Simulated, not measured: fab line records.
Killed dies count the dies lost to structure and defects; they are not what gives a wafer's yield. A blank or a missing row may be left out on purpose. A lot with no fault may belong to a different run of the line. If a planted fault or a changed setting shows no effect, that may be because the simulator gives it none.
fab line records	flow n5-finfet
record: lots: 8	wafers: 23	last-day: 17
route steps=1938 shown HKMG_FIN@435 BEOL_M4@1111 PASSIVATION@1936
lots that met no fault: from a run of the same line without faults
start-h: the number of hours between the record's first day and the start of the first shown wafer of the lot	wait-h: hours since the lot's step before	" same as the row above	L1.1+2: several wafers, shown together as one row	- no value, or no start given	* or withheld: withheld	< > ~ a bound
route shown NAME@n: a module of which the file shows steps, and the number in the route of the first	usual: mean/standard deviation taken from wafers without a fault	same: alike in all rows	chamber/n: place in a boat	sites: each site's reading	_std_site: their standard deviation	_edge_site: mean of outer sites minus mean of inner sites	radius-mm: how far each site lies from the wafer's centre	mask NAME#n: copy n	behind: the most recent tool/chamber to have shaped the wafer	hold: reason for holding the lot/hours on hold/outcome of the hold	device: whichever transistor did not switch (one of n, p or np)	end of line: at the end of the route, the tests of the same wafers	a step given without rows: its recipe and nothing more	killed: at the first sort, the dies lost to defects and structure; wafer yield is something else	map: per-die view of a wafer (x killed, . not killed, _ where there is no die)
set.NAME: setting as actually run; set.NAME@STEP: the setting as run at that earlier step	model.NAME: the simulator's own value behind a step, which no gauge read
a sample of lots followed through the steps of the route, with each step as a table and each wafer as a row
services: the hour from which a tool's chamber was out of use, counted from the record's first day as start-h (under 0 if before that day), plus the number of hours and why
== steps ==
step: N5_HKMG_FIN_ETCH_32
recipe: chemistry: N2/H2	target: SOC	target-depth-a: 2400	temp-c: 40	time-s: 300	ion-energy-ev: 200	mask-material: SiARC	pressure-mtorr: 30	source-w: 840	bias-w: 150	n2-flow-sccm: 200	h2-flow-sccm: 200
usual: drypump-motor-current-A: 5.6/0.47	h2-flow-sccm: 199.9/0.59	oes-product-au: 0.76/0.083	rf-vpp-V: 525.3/2.1	showerhead-plenum-p-Torr: 2.60/0.077	throttle-valve-pct: 17.89/0.24
lot.wafer	tool	chamber	start-h	wait-h	drypump-motor-current-A	h2-flow-sccm	oes-product-au	rf-hours-counter-h	rf-vpp-V	showerhead-plenum-p-Torr	throttle-valve-pct
L939.1	rie-diel-06	3	73.19	0.0	5.8	200.9	0.79	150	522.8	2.55	18.00
L939.3	"	0	"	"	5.7	199.5	0.81	92	523.1	2.57	17.62
L939.5	"	1	"	"	6.2	200.7	0.70	-	523.5	2.50	17.69
L942.2	rie-diel-05	2	95.50	0.0	6.3	199.5	0.87	67	528.0	2.69	17.69
L942.3	"	0	"	"	6.1	200.9	0.78	162	527.6	2.65	17.61
L952.1	rie-diel-05	2	153.44	0.0	6.3	199.3	0.83	89	529.0	2.68	17.73
L952.2	"	1	"	"	5.2	199.7	0.70	242	525.6	2.62	18.16
L952.3	"	3	"	"	5.6	200.3	0.95	2	528.8	2.74	17.82
L954.1	rie-diel-05	3	165.23	0.0	5.6	200.8	0.94	7	528.9	2.74	17.84
L954.2	"	1	"	"	5.2	200.3	0.71	246	526.1	2.61	18.16
L954.5	"	0	"	"	6.1	200.1	0.75	-	527.9	2.64	17.66
L955.2	rie-diel-05	3	170.28	0.0	5.6	200.0	0.93	8	527.6	2.74	17.82
L955.4	"	1	"	"	5.2	199.1	0.70	247	525.6	2.61	18.15
L955.6	"	1	"	"	5.2	198.8	0.71	-	526.4	2.61	18.19
L957.1	rie-diel-06	2	181.70	0.0	6.1	199.2	0.77	169	527.5	2.68	17.67
L957.2	"	1	"	"	6.2	199.7	0.67	227	523.2	2.49	17.75
L957.3	"	3	"	"	5.8	200.0	0.76	192	525.3	2.53	18.08
L960.1	rie-diel-05	0	202.15	0.0	6.0	198.5	0.73	202	527.5	2.63	17.68
L960.3	"	1	"	"	5.2	200.3	1.02	2	526.0	2.61	17.67
L960.6	"	0	"	"	6.1	199.0	0.74	-	527.5	2.63	17.68
L962.1	rie-diel-04	2	212.51	0.0	4.8	201.2	0.66	250	525.4	2.60	18.33
L962.3	"	3	"	"	5.4	199.9	0.92	14	523.0	2.47	17.41
L962.6	"	0	"	"	5.9	201.2	0.92	-	523.2	2.51	17.71
step: N5_HKMG_FIN_ALD_91
recipe: material: TiN	target-thk-a: 10	temp-c: 400	ald-precursor-family: TiCl4	ald-co-reactant: NH3	pulse-time-s: 1	purge-time-s: 3	co-reactant-purge-time-s: 2	co-reactant-pulse-time-s: 2	ald-cycles: 47	pressure-torr: 3
usual: ald-cycles: 47/0	heater-power-w: 885/58	precursor-pulse-height-rel: 1.000/0.022
lot.wafer	tool	chamber	start-h	wait-h	ald-cycles	heater-power-w	precursor-pulse-height-rel	since-wet-clean-h
L939.1	ald-metal-03	3	74.08	0.3	47	934	1.024	1275
L939.3	"	2	"	"	47	891	1.032	1275
L939.5	"	1	"	"	47	954	0.989	-
L942.2	ald-metal-03	3	96.39	0.3	47	902	1.035	1298
L942.3	"	0	"	"	47	908	0.977	1298
L952.1	ald-metal-02	3	154.35	0.3	26	802	0.957	4433
L952.2	"	1	"	"	47	961	0.992	4433
L952.3	"	2	"	"	47	805	1.014	4433
L954.1	ald-metal-02	3	166.13	0.3	26	821	0.992	4444
L954.2	"	0	"	"	47	803	1.005	4444
L954.5	"	2	"	"	47	801	1.040	-
L955.2	ald-metal-01	0	171.20	0.3	47	920	1.038	5988
L955.4	"	1	"	"	47	933	1.013	5988
L955.6	"	3	"	"	47	796	1.015	-
L957.1	ald-metal-01	3	182.59	0.3	47	803	0.980	5999
L957.2	"	0	"	"	47	955	0.995	5999
L957.3	"	1	"	"	47	916	0.972	5999
L960.1	ald-metal-03	1	203.04	0.3	47	954	0.978	1404
L960.3	"	3	"	"	47	918	0.996	1404
L960.6	"	0	"	"	47	913	0.996	-
L962.1	ald-metal-03	2	213.41	0.3	47	881	0.998	1415
L962.3	"	1	"	"	47	967	0.970	1415
L962.6	"	0	"	"	47	893	1.020	-
step: N5_HKMG_FIN_ETCH_86
recipe: chemistry: N2/H2	target: SOC	target-depth-a: 3932	stop-on: TiN	ion-energy-ev: 100	bias-w: 61	pressure-mtorr: 30	source-w: 850	n2-flow-sccm: 200	h2-flow-sccm: 200
usual: drypump-motor-current-A: 5.8/0.41	h2-flow-sccm: 200.0/0.65	oes-product-au: 0.76/0.079	rf-vpp-V: 241.1/1.2	showerhead-plenum-p-Torr: 2.57/0.079	throttle-valve-pct: 17.81/0.24
lot.wafer	tool	chamber	start-h	wait-h	drypump-motor-current-A	h2-flow-sccm	oes-product-au	rf-hours-counter-h	rf-vpp-V	showerhead-plenum-p-Torr	throttle-valve-pct
L939.1	rie-diel-06	0	74.52	-	5.7	200.8	0.80	93	242.0	2.57	17.59
L939.3	"	1	"	"	6.1	199.7	0.71	188	241.3	2.50	17.66
L939.5	"	1	"	"	6.1	199.6	0.72	-	241.1	2.50	17.67
L942.2	rie-diel-05	3	96.73	-	5.6	201.3	0.68	237	238.6	2.42	18.19
L942.3	"	1	"	"	5.2	199.8	0.72	219	243.4	2.62	18.10
L952.1	rie-diel-06	3	154.68	-	5.8	199.2	0.73	182	239.7	2.53	18.02
L952.2	"	1	"	"	6.2	199.7	0.70	218	239.7	2.49	17.72
L952.3	"	0	"	"	5.7	200.3	0.77	122	240.7	2.56	17.64
L954.1	rie-diel-06	0	166.47	-	5.7	198.5	0.78	126	241.0	2.56	17.63
L954.2	"	2	"	"	6.1	199.8	0.74	164	241.5	2.68	17.63
L954.5	"	3	"	"	5.8	200.0	0.73	-	239.8	2.53	18.03
L955.2	rie-diel-04	3	171.54	-	5.4	200.2	0.98	0	239.9	2.48	17.38
L955.4	"	1	"	"	5.1	200.9	0.70	228	241.7	2.60	18.11
L955.6	"	3	"	"	5.4	200.6	0.99	-	240.2	2.48	17.37
L957.1	rie-diel-05	3	183.12	-	5.6	200.5	0.91	12	242.6	2.73	17.82
L957.2	"	0	"	"	6.1	199.6	0.74	194	241.5	2.64	17.63
L957.3	"	2	"	"	6.4	200.6	0.81	100	242.5	2.68	17.72
L960.1	rie-diel-04	0	203.38	-	6.0	199.1	0.90	22	240.0	2.51	17.71
L960.3	"	1	"	"	5.1	199.9	0.69	240	241.7	2.60	18.12
L960.6	"	0	"	"	5.9	199.4	0.91	-	241.2	2.51	17.69
L962.1	rie-diel-06	2	213.75	-	6.1	199.7	0.73	179	240.9	2.67	17.66
L962.3	"	3	"	"	5.8	199.6	0.72	204	241.4	2.52	18.06
L962.6	"	2	"	"	6.1	199.8	0.73	-	242.0	2.67	17.65
step: N5_HKMG_FIN_ALD_71
recipe: material: TiN	target-thk-a: 10	temp-c: 400	ald-precursor-family: TiCl4	ald-co-reactant: NH3	pulse-time-s: 1	purge-time-s: 3	co-reactant-purge-time-s: 2	co-reactant-pulse-time-s: 2	ald-cycles: 47	pressure-torr: 3
usual: ald-cycles: 47/0	heater-power-w: 878/58	precursor-pulse-height-rel: 0.997/0.021
lot.wafer	tool	chamber	start-h	wait-h	ald-cycles	heater-power-w	precursor-pulse-height-rel	since-wet-clean-h
L939.1	ald-metal-03	0	75.25	0.0	47	905	0.986	1277
L939.3	"	2	"	"	47	897	1.014	1277
L939.5	"	3	"	"	47	903	0.978	-
L942.2	ald-metal-02	2	97.46	0.0	47	811	1.020	4376
L942.3	"	3	"	"	47	852	0.972	4376
L952.1	ald-metal-03	1	155.42	0.0	47	932	0.992	1357
L952.2	"	2	"	"	47	882	0.970	1357
L952.3	"	0	"	"	47	893	1.014	1357
L954.1	ald-metal-01	2	167.20	0.0	47	833	0.948	5984
L954.2	"	0	"	"	47	918	1.013	5984
L954.5	"	2	"	"	47	845	0.995	-
L955.2	ald-metal-03	2	172.27	0.0	47	868	0.976	1374
L955.4	"	1	"	"	47	947	0.957	1374
L955.6	"	1	"	"	47	950	1.021	-
L957.1	ald-metal-01	0	183.86	0.0	47	914	0.993	6001
L957.2	"	3	"	"	47	785	1.023	6001
L957.3	"	1	"	"	47	937	0.990	6001
L960.1	ald-metal-02	1	204.11	0.0	47	943	1.030	4482
L960.3	"	0	"	"	47	822	1.019	4482
L960.6	"	1	"	"	47	979	1.005	-
L962.1	ald-metal-01	3	214.48	0.0	47	798	0.984	6031
L962.3	"	0	"	"	47	932	0.959	6031
L962.6	"	3	"	"	47	784	1.019	-
step: N5_BEOL_M4_RC_MEAS_101
usual: DIBL_N: 37.5/2	DIBL_P: 37.5/2.5	IGATE_N: 0.0122/0.0017	IOFF_N: 0.18/0.042	IOFF_N_85C: 3.5/0.67	IOFF_N_LIN: 0.080/0.015	IOFF_N_LONG: 5.53e-05/2.1e-06	IOFF_P: 0.24/0.046	IOFF_P_LIN: 0.107/0.016	IOFF_P_LONG: 0.000104/8.1e-06	ION_N: 677/15	ION_P: 464/9.5	SS_N: 72.0/0.76	SS_P: 73.6/0.79	VT_N: 249/3.5	VT_N_LONG: 275.3/1.9	VT_N_LVT: 98/3.6	VT_P: -249/3.2	VT_P_LONG: -275.6/2.7	VT_P_LVT: -98/3
lot.wafer	tool	chamber	start-h	wait-h	DIBL_N[mV/V]	DIBL_P[mV/V]	IGATE_N[nA/um]	IOFF_N[nA/um]	IOFF_N_85C[nA/um]	IOFF_N_LIN[nA/um]	IOFF_N_LONG[nA/um]	IOFF_P[nA/um]	IOFF_P_LIN[nA/um]	IOFF_P_LONG[nA/um]	ION_N[uA/um]	ION_P[uA/um]	SS_N[mV/dec]	SS_P[mV/dec]	VT_N[mV]	VT_N_LONG[mV]	VT_N_LVT[mV]	VT_P[mV]	VT_P_LONG[mV]	VT_P_LVT[mV]
L939.1	prober-01	0	161.35	0.0	40.3	39.7	0.0138	0.25	4.6	0.089	5.52e-05	0.27	0.119	0.000101	677	458	73.5	73.8	245	275.3	97	-249	-274.9	-95
L939.3	"	0	"	"	36.7	36.9	0.0111	0.16	3.1	0.074	5.55e-05	0.23	0.110	0.000107	686	473	71.2	72.4	248	276.7	99	-248	-274.0	-97
L939.5	"	0	"	"	37.4	37.3	0.0091	0.16	3.2	0.074	5.7e-05	0.23	0.105	0.000108	690	473	72.0	73.4	250	273.6	99	-247	-275.9	-97
L942.2	prober-01	0	181.31	0.2	36.9	37.5	0.0121	0.16	3.1	0.071	5.23e-05	0.20	0.088	8.5e-05	657	451	72.8	73.8	251	278.5	101	-256	-283.7	-104
L942.3	"	0	"	"	37.5	39.2	0.0124	0.18	3.5	0.084	5.2e-05	0.23	0.100	8.4e-05	670	455	72.1	74.4	249	276.5	97	-250	-282.1	-100
L952.1	prober-02	0	247.20	0.0	39.4	39.6	0.0179	1.61	21.5	0.683	0.0003309	0.12	0.054	6.3e-05	796	430	72.2	74.0	191	217.4	36	-270	-294.6	-115
L952.2	"	0	"	"	39.2	39.9	0.0135	0.21	4.0	0.092	5.49e-05	0.25	0.108	9.8e-05	680	460	72.6	74.8	247	274.5	93	-249	-278.2	-97
L952.3	"	0	"	"	34.6	34.0	0.0142	0.14	2.7	0.064	5.59e-05	0.17	0.082	9.8e-05	663	448	71.4	72.7	252	272.5	98	-254	-279.1	-100
L954.1	prober-01	0	248.21	0.0	41.2	41.2	0.0154	1.77	23.5	0.737	0.0003274	0.16	0.067	6.8e-05	785	423	72.3	74.2	191	217.3	40	-266	-291.3	-114
L954.2	"	0	"	"	37.0	36.4	0.0124	0.16	3.2	0.076	5.42e-05	0.24	0.107	0.000106	676	465	71.5	73.9	248	275.1	99	-248	-275.2	-99
L954.5	"	0	"	"	40.0	39.8	0.0112	0.22	4.1	0.098	5.55e-05	0.28	0.122	0.000105	691	476	72.2	73.6	247	274.8	96	-248	-275.6	-96
L955.2	prober-02	0	253.53	0.2	35.3	34.4	0.0090	0.12	2.5	0.060	5.35e-05	0.18	0.087	0.000106	661	461	71.0	72.3	254	274.5	102	-252	-278.5	-100
L955.4	"	0	"	"	36.3	35.7	0.0107	0.15	2.9	0.069	5.48e-05	0.20	0.092	0.000109	688	476	71.4	72.5	252	279.2	99	-255	-278.3	-98
L955.6	"	0	"	"	35.2	34.0	0.0107	0.12	2.4	0.056	5.25e-05	0.17	0.082	0.000108	648	452	71.3	72.6	257	277.2	104	-254	-277.4	-100
L957.1	prober-01	0	273.67	0.0	40.8	40.6	0.0137	0.23	4.3	0.101	5.65e-05	0.29	0.129	0.00011	690	470	72.2	74.2	244	275.3	96	-247	-272.7	-95
L957.2	"	0	"	"	38.5	36.9	0.0100	0.18	3.5	0.074	5.75e-05	0.24	0.111	0.00011	655	457	71.7	73.8	249	277.6	100	-247	-276.6	-97
L957.3	"	0	"	"	39.0	38.1	0.0082	0.19	3.6	0.082	5.64e-05	0.25	0.115	0.000116	664	460	71.6	73.0	249	274.3	98	-247	-274.7	-97
L960.1	prober-02	0	294.48	0.0	39.4	38.3	0.0120	0.23	4.3	0.098	5.59e-05	0.24	0.108	0.000108	708	470	72.3	74.6	244	276.7	92	-249	-274.3	-97
L960.3	"	0	"	"	37.3	34.9	0.0099	0.18	3.6	0.079	5.68e-05	0.19	0.093	0.000105	685	465	71.6	72.8	248	274.4	95	-250	-277.1	-98
L960.6	"	0	"	"	37.4	36.5	0.0100	0.18	3.6	0.083	5.63e-05	0.20	0.096	0.00011	693	467	72.1	73.8	247	272.3	94	-251	-274.2	-97
L962.1	prober-02	0	307.06	0.0	37.1	36.8	0.0131	0.19	3.5	0.077	5.67e-05	0.20	0.093	9.6e-05	668	454	72.8	73.0	248	272.6	98	-253	-277.5	-100
L962.3	"	0	"	"	35.2	35.5	0.0124	0.13	2.6	0.065	5.47e-05	0.18	0.089	0.000105	659	452	71.5	73.1	251	275.6	102	-253	-275.1	-103
L962.6	"	0	"	"	38.5	38.6	0.0125	0.20	3.7	0.088	5.53e-05	0.23	0.104	0.000105	673	457	72.3	74.2	248	273.5	96	-249	-275.3	-100
step: N5_PASSIVATION_PROBE_49
usual: defect-limited-yield: 91.8/1.5	killed_at_M0_to_M3: 33/11	killed_at_M4_up: 13/5	killed-at-contacts: 11/5.6	killed-at-front-end: 36/12	killed-at-other: 3.4/2.5	killed-dies: 97/18	killed-on-rim: 12/4.2	killed-open: 64/13	killed-short: 31/6.9	sort_bin_4_leakage: 0.01/0.048	sort_bin_5_function: 4.8/1	sort_bin_6_memory: 3.1/0.64	sort_bin_8_speed: 0.00/0.014	sort-n-pass: 1083/18	sort-yield-pct: 91.8/1.5
same: gross-dies: 1180	killed-at-back-side: 0
lot.wafer	tool	chamber	start-h	wait-h	defect-limited-yield[%]	killed_at_M0_to_M3	killed_at_M4_up	killed-at-contacts	killed-at-front-end	killed-at-other	killed-dies	killed-on-rim	killed-open	killed-short	sort_bin_4_leakage[%]	sort_bin_5_function[%]	sort_bin_6_memory[%]	sort_bin_8_speed[%]	sort-n-pass	sort-yield-pct[%]
L942.2	prober-01	-	286.15	0.1	92.0	41	12	7	26	8	94	14	64	30	0	4.3	3.4	0	1086	92.0
L942.3	prober-01	-	286.20	0.1	91.7	38	17	3	32	8	98	12	65	33	0	5.3	2.8	0	1082	91.7
L952.1	prober-02	-	347.92	0.0	76.2	31	10	24	214	2	281	85	71	41	76.19	5.8	3.7	0	0	0
L952.2	prober-02	-	347.97	0.1	90.1	40	19	20	37	1	117	9	83	34	0	6.4	3.3	0	1063	90.1
L952.3	prober-02	-	348.02	0.1	92.0	34	8	20	27	5	94	12	66	26	0	4.6	3.4	0	1086	92.0
L954.1	prober-02	-	352.65	0.0	72.6	46	14	12	246	5	323	87	81	42	72.63	6.6	4.1	0	0	0
L954.2	prober-02	-	352.70	0.1	85.4	51	12	19	89	1	172	21	114	57	0	9.1	4.8	0	1008	85.4
L954.5	prober-02	-	352.85	0.2	90.3	43	16	1	53	1	114	20	63	47	0	5.4	3.6	0	1066	90.3
killed by level:class
L942.2 BEOL_M0_SAQP:geometric-particle:short=14 FIN_SAQP:geometric-particle:open=11 BEOL_M0_SAQP:geometric-particle:open=11 BEOL_M3:geometric-particle:open=6 MOL_CONTACT_COAG:geometric-particle:open=5 BEOL_M4:geometric-particle:open=5 GATE_CUT:geometric-particle:short=4 BEOL_M0:geometric-particle:open=4
L942.3 FIN_SAQP:geometric-particle:open=12 BEOL_M0_SAQP:geometric-particle:short=11 BEOL_M0_SAQP:geometric-particle:open=10 BEOL_M4:geometric-particle:open=9 FIN_SAQP:geometric-particle:short=5 BEOL_M2:geometric-particle:open=5 DUMMY_GATE:geometric-particle:open=4 BEOL_M1:geometric-particle:open=4
L952.1 HKMG_FIN:area-ald=167 BEOL_M0_SAQP:geometric-particle:open=14 MOL_CONTACT_COAG:geometric-particle:short=12 MOL_CONTACT_COAG:geometric-particle:open=11 DUMMY_GATE:geometric-particle:open=7 BEOL_M0_SAQP:geometric-particle:short=7 GATE_CUT:geometric-particle:short=6 FIN_SAQP:geometric-particle:short=5
L952.2 MOL_CONTACT_COAG:geometric-particle:open=16 BEOL_M0_SAQP:geometric-particle:open=10 FIN_SAQP:geometric-particle:open=9 DUMMY_GATE:geometric-particle:open=8 BEOL_M3:geometric-particle:open=7 BEOL_M0_SAQP:geometric-particle:short=6 BEOL_M2:geometric-particle:open=6 BEOL_M4:geometric-particle:open=6
L952.3 MOL_CONTACT_COAG:geometric-particle:open=15 BEOL_M0_SAQP:geometric-particle:short=11 BEOL_M0_SAQP:geometric-particle:open=8 DUMMY_GATE:geometric-particle:open=7 BEOL_M1:geometric-particle:open=6 BEOL_M2:geometric-particle:open=6 STARTING-WAFER:geometric-particle:open=5 SPACER0:geometric-particle:open=3
L954.1 HKMG_FIN:area-ald=197 FIN_SAQP:geometric-particle:open=16 BEOL_M0_SAQP:geometric-particle:open=16 BEOL_M0_SAQP:geometric-particle:short=14 MOL_CONTACT_COAG:geometric-particle:open=10 FIN_SAQP:geometric-particle:short=5 STI_FIN_REVEAL:geometric-particle:open=5 DUMMY_GATE:geometric-particle:open=5
L954.2 FIN_SAQP:geometric-particle:open=30 FIN_SAQP:geometric-particle:short=16 STI_FIN_REVEAL:geometric-particle:open=14 MOL_CONTACT_COAG:geometric-particle:open=13 BEOL_M0_SAQP:geometric-particle:short=13 GATE_CUT:geometric-particle:open=12 BEOL_M0_SAQP:geometric-particle:open=9 GATE_CUT:geometric-particle:short=7
L954.5 FIN_SAQP:geometric-particle:open=10 FIN_SAQP:geometric-particle:short=10 BEOL_M0_SAQP:geometric-particle:short=10 BEOL_M1:geometric-particle:open=9 BEOL_M3:geometric-particle:open=7 GATE_CUT:geometric-particle:short=5 GATE_CUT:geometric-particle:open=5 BEOL_M2:geometric-particle:open=5
== services ==
tool	chamber	start-h	hours	kind
rie-diel-04	0	55.45	12.6	repair
ald-metal-01	3	63.49	4.5	repair
rie-diel-06	1	80.31	8.1	repair
rie-diel-06	0	81.71	7.0	repair
ald-metal-02	0	85.73	13.7	repair
rie-diel-06	3	86.99	2.4	repair
rie-diel-06	2	88.53	27.7	repair
ald-metal-01	-	95.51	3.1	repair
ald-metal-01	2	99.15	24.2	repair
rie-diel-04	0	110.81	-	clean
rie-diel-04	0	110.81	-	consumable-replace:focus-ring
rie-diel-04	0	110.81	37.8	scheduled-down
rie-diel-04	0	110.81	37.8	vent-cycle
rie-diel-05	3	131.35	-	clean
rie-diel-05	3	131.35	-	consumable-replace:focus-ring
rie-diel-05	3	131.35	-	consumable-replace:showerhead
rie-diel-05	3	131.35	13.3	scheduled-down
rie-diel-05	3	131.35	13.3	vent-cycle
rie-diel-04	3	148.63	-	clean
ald-metal-02	2	158.74	5.2	repair
rie-diel-05	1	178.48	-	clean
rie-diel-05	1	178.48	-	consumable-replace:focus-ring
ald-metal-02	0	206.22	49.9	repair
rie-diel-06	0	207.22	4.4	repair
== key ==
first-sign: step: N5_HKMG_FIN_ALD_91	reading: ald-cycles	direction: down	sigmas: 99+	usual: *	struck: *
effect: step: N5_BEOL_M4_RC_MEAS_101	reading: IOFF_N_LONG	direction: up	sigmas: 99+	usual: 5.53e-05	struck: 0.0003292
effect: step: N5_BEOL_M4_RC_MEAS_101	reading: IOFF_N_LIN	direction: up	sigmas: 43	usual: 0.080	struck: 0.710
effect: step: N5_BEOL_M4_RC_MEAS_101	reading: IOFF_N	direction: up	sigmas: 36	usual: 0.18	struck: 1.69
effect: step: N5_BEOL_M4_RC_MEAS_101	reading: VT_N_LONG	direction: down	sigmas: 31	usual: 275.3	struck: 217.4
effect: step: N5_BEOL_M4_RC_MEAS_101	reading: IOFF_N_85C	direction: up	sigmas: 28	usual: 3.5	struck: 22.5
effect: step: N5_BEOL_M4_RC_MEAS_101	reading: VT_N_LVT	direction: down	sigmas: 17	usual: 98	struck: 38
effect: step: N5_BEOL_M4_RC_MEAS_101	reading: VT_N	direction: down	sigmas: 16	usual: 249	struck: 191
effect: step: N5_BEOL_M4_RC_MEAS_101	reading: ION_N	direction: up	sigmas: 7.6	usual: 677	struck: 791
effect: step: N5_BEOL_M4_RC_MEAS_101	reading: VT_P_LONG	direction: down	sigmas: 6.4	usual: -275.6	struck: -293.0
effect: step: N5_BEOL_M4_RC_MEAS_101	reading: VT_P	direction: down	sigmas: 5.9	usual: -249	struck: -268
effect: step: N5_BEOL_M4_RC_MEAS_101	reading: VT_P_LVT	direction: down	sigmas: 5.6	usual: -98	struck: -115
effect: step: N5_BEOL_M4_RC_MEAS_101	reading: IOFF_P_LONG	direction: down	sigmas: 4.7	usual: 0.000104	struck: 6.6e-05
effect: step: N5_PASSIVATION_PROBE_49	reading: sort_bin_4_leakage	direction: up	sigmas: 99+	usual: 0.01	struck: 74.41
more-kills-born-at: N5_HKMG_FIN_ALD_91@ald-metal-02: 364
met-at N5_HKMG_FIN_ALD_91
struck-lots L952,L954
struck-wafers L952.1,L954.1
not-acting-at N5_HKMG_FIN_ETCH_32,N5_HKMG_FIN_ETCH_86,N5_HKMG_FIN_ALD_71
fault: kind: process-parameter-drift	tool: ald-metal-02	chamber: -	onset-h: 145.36	steps: N5_HKMG_FIN_ALD_91	channel: ald-cycles	offset: *	shape: step	end-h: 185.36	scope: struck-wafers-only	acts-in: *	stated: *
